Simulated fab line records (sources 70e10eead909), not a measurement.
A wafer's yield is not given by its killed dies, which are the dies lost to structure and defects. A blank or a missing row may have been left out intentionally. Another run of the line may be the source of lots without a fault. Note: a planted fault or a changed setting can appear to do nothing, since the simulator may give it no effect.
What tool caused it? + flow nand-harc + Sampling: 24 lots, 72 wafers, 5 of 1159 route steps

## WHAT EACH GAUGE READ, for each wafer
NHARC_A_CONTACT_INSPECT_71.
| lot  | measured     | on                | raw-defect-count |
|------|--------------|-------------------|------------------|
| L074 | day 17 00:37 | defect-inspect-01 | 25 23 17         |
| L078 | day 17 01:20 | defect-inspect-01 | 29 40 35         |
| L075 | day 17 04:35 | defect-inspect-02 | 15 9 4           |
| L076 | day 17 11:14 | defect-inspect-02 | 19 17 23         |
| L077 | day 17 19:41 | defect-inspect-01 | 8 10 9           |
| L079 | day 18 00:48 | defect-inspect-01 | 38 37 26         |
| L081 | day 18 08:37 | defect-inspect-02 | 16 12 12         |
| L080 | day 18 14:14 | defect-inspect-02 | 25 27 25         |
| L082 | day 19 01:19 | defect-inspect-02 | 14 20 15         |
| L084 | day 19 03:47 | defect-inspect-02 | 14 15 18         |
| L083 | day 19 04:17 | defect-inspect-02 | 40 35 37         |
| L088 | day 20 08:17 | defect-inspect-02 | 28 33 33         |
| L086 | day 20 08:58 | defect-inspect-02 | 9 14 13          |
| L087 | day 20 14:35 | defect-inspect-02 | 37 40 36         |
| L085 | day 20 22:38 | defect-inspect-02 | 26 27 27         |
| L090 | day 21 01:50 | defect-inspect-02 | 53 52 51         |
| L093 | day 21 05:27 | defect-inspect-02 | 24 16 14         |
| L091 | day 21 14:33 | defect-inspect-02 | 8 12 9           |
| L095 | day 21 16:01 | defect-inspect-01 | 41 30 25         |
| L092 | day 21 21:49 | defect-inspect-02 | 48 56 48         |
| L089 | day 21 23:11 | defect-inspect-02 | 25 35 30         |
| L094 | day 22 02:49 | defect-inspect-01 | 58 49 53         |
| L097 | day 22 07:23 | defect-inspect-02 | 20 16 20         |
| L096 | day 22 09:07 | defect-inspect-01 | 42 49 31         |

## TOOL THAT RAN EACH LOT (tool first, then ch and the chambers of the sampled wafers, then the start)
| lot  | NHARC_A_CONTACT_ETCH_114             | NHARC_A_CONTACT_ETCH_116             | NHARC_A_CONTACT_ETCH_121             | NHARC_A_CONTACT_ETCH_122             |
|------|--------------------------------------|--------------------------------------|--------------------------------------|--------------------------------------|
| L074 | har-cap-etch-03 ch 0,1, day 16 17:18 | har-cap-etch-03 ch 0,1, day 16 17:29 | har-cap-etch-03 ch 0,1, day 16 17:56 | har-cap-etch-03 ch 0,1, day 16 18:01 |
| L078 | har-cap-etch-01 ch 0,1, day 16 19:19 | har-cap-etch-01 ch 0,1, day 16 19:29 | har-cap-etch-01 ch 0,1, day 16 19:56 | har-cap-etch-01 ch 0,1, day 16 20:02 |
| L075 | har-cap-etch-02 ch 0,1, day 16 23:29 | har-cap-etch-02 ch 0,1, day 16 23:40 | har-cap-etch-02 ch 0,1, day 17 00:07 | har-cap-etch-02 ch 0,1, day 17 00:12 |
| L076 | har-cap-etch-01 ch 0,1, day 17 06:04 | har-cap-etch-01 ch 0,1, day 17 06:15 | har-cap-etch-01 ch 0,1, day 17 06:42 | har-cap-etch-01 ch 0,1, day 17 06:48 |
| L077 | har-cap-etch-01 ch 0,1, day 17 14:20 | har-cap-etch-01 ch 0,1, day 17 14:31 | har-cap-etch-01 ch 0,1, day 17 14:58 | har-cap-etch-01 ch 0,1, day 17 15:04 |
| L079 | har-cap-etch-03 ch 0,1, day 17 19:44 | har-cap-etch-03 ch 0,1, day 17 19:55 | har-cap-etch-03 ch 0,1, day 17 20:23 | har-cap-etch-03 ch 0,1, day 17 20:28 |
| L081 | har-cap-etch-02 ch 0,1, day 18 01:14 | har-cap-etch-02 ch 0,1, day 18 01:25 | har-cap-etch-02 ch 0,1, day 18 01:52 | har-cap-etch-02 ch 0,1, day 18 01:58 |
| L080 | har-cap-etch-02 ch 0,1, day 18 08:07 | har-cap-etch-02 ch 0,1, day 18 08:18 | har-cap-etch-02 ch 0,1, day 18 08:45 | har-cap-etch-02 ch 0,1, day 18 08:50 |
| L082 | har-cap-etch-03 ch 0,1, day 18 15:52 | har-cap-etch-03 ch 0,1, day 18 16:03 | har-cap-etch-03 ch 0,1, day 18 16:30 | har-cap-etch-03 ch 0,1, day 18 16:35 |
| L084 | har-cap-etch-03 ch 0,1, day 18 21:46 | har-cap-etch-03 ch 0,1, day 18 21:56 | har-cap-etch-03 ch 0,1, day 18 22:24 | har-cap-etch-03 ch 0,1, day 18 22:29 |
| L083 | har-cap-etch-02 ch 0,1, day 18 22:07 | har-cap-etch-02 ch 0,1, day 18 22:18 | har-cap-etch-02 ch 0,1, day 18 22:46 | har-cap-etch-02 ch 0,1, day 18 22:51 |
| L088 | har-cap-etch-03 ch 0,1, day 20 03:04 | har-cap-etch-03 ch 0,1, day 20 03:15 | har-cap-etch-03 ch 0,1, day 20 03:43 | har-cap-etch-03 ch 0,1, day 20 03:48 |
| L086 | har-cap-etch-02 ch 0,1, day 20 03:53 | har-cap-etch-02 ch 0,1, day 20 04:04 | har-cap-etch-02 ch 0,1, day 20 04:31 | har-cap-etch-02 ch 0,1, day 20 04:37 |
| L087 | har-cap-etch-01 ch 0,1, day 20 07:47 | har-cap-etch-01 ch 0,1, day 20 07:58 | har-cap-etch-01 ch 0,1, day 20 08:25 | har-cap-etch-01 ch 0,1, day 20 08:31 |
| L085 | har-cap-etch-01 ch 0,1, day 20 16:24 | har-cap-etch-01 ch 0,1, day 20 16:35 | har-cap-etch-01 ch 0,1, day 20 17:02 | har-cap-etch-01 ch 0,1, day 20 17:08 |
| L090 | har-cap-etch-02 ch 0,1, day 20 18:11 | har-cap-etch-02 ch 0,1, day 20 18:22 | har-cap-etch-02 ch 0,1, day 20 18:50 | har-cap-etch-02 ch 0,1, day 20 18:55 |
| L093 | har-cap-etch-01 ch 0,1, day 20 20:02 | har-cap-etch-01 ch 0,1, day 20 20:14 | har-cap-etch-01 ch 0,1, day 20 20:41 | har-cap-etch-01 ch 0,1, day 20 20:47 |
| L091 | har-cap-etch-02 ch 0,1, day 21 04:39 | har-cap-etch-02 ch 0,1, day 21 04:50 | har-cap-etch-02 ch 0,1, day 21 05:17 | har-cap-etch-02 ch 0,1, day 21 05:23 |
| L095 | har-cap-etch-03 ch 0,1, day 21 06:40 | har-cap-etch-03 ch 0,1, day 21 06:51 | har-cap-etch-03 ch 0,1, day 21 07:19 | har-cap-etch-03 ch 0,1, day 21 07:24 |
| L092 | har-cap-etch-03 ch 0,1, day 21 12:35 | har-cap-etch-03 ch 0,1, day 21 12:46 | har-cap-etch-03 ch 0,1, day 21 13:13 | har-cap-etch-03 ch 0,1, day 21 13:19 |
| L089 | har-cap-etch-01 ch 0,1, day 21 12:46 | har-cap-etch-01 ch 0,1, day 21 12:56 | har-cap-etch-01 ch 0,1, day 21 13:24 | har-cap-etch-01 ch 0,1, day 21 13:29 |
| L094 | har-cap-etch-02 ch 0,1, day 21 17:52 | har-cap-etch-02 ch 0,1, day 21 18:03 | har-cap-etch-02 ch 0,1, day 21 18:31 | har-cap-etch-02 ch 0,1, day 21 18:36 |
| L097 | har-cap-etch-01 ch 0,1, day 21 23:12 | har-cap-etch-01 ch 0,1, day 21 23:23 | har-cap-etch-01 ch 0,1, day 21 23:50 | har-cap-etch-01 ch 0,1, day 21 23:56 |
| L096 | har-cap-etch-03 ch 0,1, day 22 02:57 | har-cap-etch-03 ch 0,1, day 22 03:08 | har-cap-etch-03 ch 0,1, day 22 03:35 | har-cap-etch-03 ch 0,1, day 22 03:41 |
- NHARC_A_CONTACT_ETCH_114: etches the open film in C4F8/O2/Ar, time 94 s, target depth 922 nm.
- NHARC_A_CONTACT_ETCH_116: etches the open film in C4F8/O2/Ar, time 94 s, target depth 922 nm.
- NHARC_A_CONTACT_ETCH_121: etches the open film in C4F8/O2/Ar, time 94 s, target depth 922 nm.
- NHARC_A_CONTACT_ETCH_122: etches the open film in C4F8/O2/Ar, time 95 s, target depth 930 nm.

## WHAT THE TOOLS THEMSELVES READ (means of the sampled wafers that have a number; where no wafer has one, the mark that the record gives instead)
The record holds no such reading with a usual standard deviation.

## THE ANSWER, worked out from the rows above alone
Rule: the lots themselves supply what counts as usual. Put in order of their means at a reading, lots are off if they are a third of the lots or fewer, leave a main group of 4 or more, and stand apart from it by a gap of 3 or more times the standard deviation of the main group's means; of several such gaps the widest counts. If all means in a main group match to the digits the tables above print for the reading, that group is not used. Also off: a lot with no number at a reading for which 4 or more lots have one. Where the step has rows for the other lots, those lots are counted as sound. The gauges are gone through in route order, then the tools' own readings, and for those a lot's mean is taken as printed above. The first step at which some lot is off is used, and at that step the reading that is off furthest; a lot without a number counts as furthest.
No lot is off at any reading shown: from this, nothing can be told.

## WHAT THE SIMULATOR HAD INSERTED
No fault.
